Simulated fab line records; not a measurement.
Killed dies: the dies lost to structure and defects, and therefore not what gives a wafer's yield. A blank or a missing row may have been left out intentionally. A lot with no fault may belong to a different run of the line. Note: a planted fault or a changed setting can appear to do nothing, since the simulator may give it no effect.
Chamber matching + flow n5Finfet + rieDiel-04 running N5_MOL_CONTACT_COAG_ETCH_59: 4 sister chambers
The step etches underlayer in N2/H2, target depth 13 nm, time 10.4 s. 4 wafers are shown with their chamber, then 7 later ones without.

## WAFERS PAIRED WITH THEIR CHAMBERS
| wafer  | chamber | showerheadPlenumPTorr (Torr) |
|--------|---------|------------------------------|
| L079.6 | 3       | 2.40                         |
| L087.1 | 0       | 2.55                         |
| L090.3 | 1       | 2.61                         |
| L090.4 | 2       | 2.42                         |

## WAFERS WITH NO CHAMBER GIVEN
| wafer  | showerheadPlenumPTorr (Torr) |
|--------|------------------------------|
| L090.5 | 2.61                         |
| L096.2 | 2.61                         |
| L096.4 | 2.54                         |
| L096.5 | 2.41                         |
| L097.2 | 2.61                         |
| L097.3 | 2.54                         |
| L097.6 | 2.41                         |

## EACH ONE'S CHAMBER
| wafer  | from the rows above     | in truth |
|--------|-------------------------|----------|
| L090.5 | 1                       | 1        |
| L096.2 | 1                       | 1        |
| L096.4 | 0                       | 0        |
| L096.5 | can't be placed: 2 or 3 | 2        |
| L097.2 | 1                       | 1        |
| L097.3 | 0                       | 0        |
| L097.6 | can't be placed: 2 or 3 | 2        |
Correct placement for 5 of the 7. From these rows, 2 cannot be placed; in 2 the true chamber is one of the candidates. 0 placed wrongly.
How it was worked out, from the rows above alone: a wafer's distance from a chamber is the root of the sum, over the readings, of the square of ((its reading less the chamber's mean) divided by the reading's scatter). If the next closest chamber is less than 2 further off than the closest, the wafer can't be placed; otherwise it belongs to the closest. Each chamber's mean is taken over the wafers shown for it. The scatter: root of mean squared gap, hidden wafer to nearest shown wafer, with one shown wafer a chamber.
